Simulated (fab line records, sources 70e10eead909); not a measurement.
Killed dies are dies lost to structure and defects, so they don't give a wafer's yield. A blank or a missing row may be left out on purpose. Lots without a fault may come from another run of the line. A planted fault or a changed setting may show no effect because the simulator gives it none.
Chamber matching | flow nand_harc | NHARC_P_STI_DESCUM_14 on rie_diel-08: 4 sister chambers
The step chemistry O2, time 3 s. 20 wafers are shown with their chamber, then 10 later ones without.

WAFERS WITH THEIR CHAMBER
wafer  | chamber | showerhead_plenum_p_Torr (Torr) | drypump_motor_current_A (A) | oes_product_au (a.u.)
L077.4 | 1       | 1.81                            | 5.9                         | 1.014
L077.5 | 0       | 2.04                            | 5.2                         | 0.999
L077.6 | 1       | 1.81                            | 5.9                         | 1.003
L079.1 | 1       | 1.81                            | 5.9                         | 1.005
L079.2 | 3       | 1.88                            | 5.5                         | 1.010
L079.3 | 0       | 2.04                            | 5.2                         | 1.000
L079.4 | 2       | 1.86                            | 5.7                         | 0.991
L079.5 | 3       | 1.88                            | 5.5                         | 1.006
L079.6 | 2       | 1.86                            | 5.7                         | 1.005
L080.2 | 0       | 2.03                            | 5.2                         | 1.002
L080.3 | 1       | 1.81                            | 5.9                         | 1.005
L080.5 | 3       | 1.89                            | 5.5                         | 1.008
L085.1 | 1       | 1.81                            | 5.9                         | 0.995
L085.3 | 0       | 2.03                            | 5.2                         | 0.992
L085.4 | 3       | 1.88                            | 5.5                         | 0.997
L085.2 | 2       | 1.86                            | 5.7                         | 0.998
L085.5 | 1       | 1.81                            | 5.9                         | 0.992
L085.6 | 0       | 2.03                            | 5.2                         | 0.990
L087.1 | 1       | 1.81                            | 6.0                         | 1.000
L087.2 | 3       | 1.88                            | 5.5                         | 1.000

SIGNATURES (means of the wafers above)
reading                  | chamber 0 | chamber 1 | chamber 2 | chamber 3 | scatter within a chamber
showerhead_plenum_p_Torr | 2.0340    | 1.8100    | 1.8600    | 1.8820    | 0.00354
drypump_motor_current_A  | 5.200     | 5.914     | 5.700     | 5.500     | 0.0231
oes_product_au           | 0.99660   | 1.00200   | 0.99800   | 1.00420   | 0.00635
Rule: a wafer's distance from a chamber is the root of the sum, over the readings, of the square of ((its reading less the chamber's mean) divided by the reading's scatter). The wafer belongs to the nearest chamber; if the next one is less than 2 further off, it can't be placed. The scatter: the root of (the sum of the squares of (reading less its chamber's mean) over the shown wafers, divided by (wafers less chambers)).

WAFERS WITHOUT THEIR CHAMBER
wafer  | showerhead_plenum_p_Torr (Torr) | drypump_motor_current_A (A) | oes_product_au (a.u.)
L087.6 | 1.88                            | 5.5                         | 1.007
L088.1 | 1.85                            | 5.7                         | 0.998
L088.2 | 2.03                            | 5.2                         | 0.992
L088.3 | 1.88                            | 5.5                         | 1.002
L088.4 | 1.81                            | 5.9                         | 0.998
L088.5 | 1.88                            | 5.5                         | 1.004
L088.6 | 1.85                            | 5.7                         | 0.995
L095.2 | 1.81                            | 5.9                         | 1.010
L095.4 | 2.03                            | 5.3                         | 0.990
L095.5 | 1.81                            | 5.9                         | 1.003

WHICH CHAMBER EACH WENT THROUGH
wafer  | from the rows above | in truth
L087.6 | 3                   | 3
L088.1 | 2                   | 2
L088.2 | 0                   | 0
L088.3 | 3                   | 3
L088.4 | 1                   | 1
L088.5 | 3                   | 3
L088.6 | 2                   | 2
L095.2 | 1                   | 1
L095.4 | 0                   | 0
L095.5 | 1                   | 1
Placed correctly: 10 of 10. Can't be placed from these rows: 0. Placed wrongly: 0.
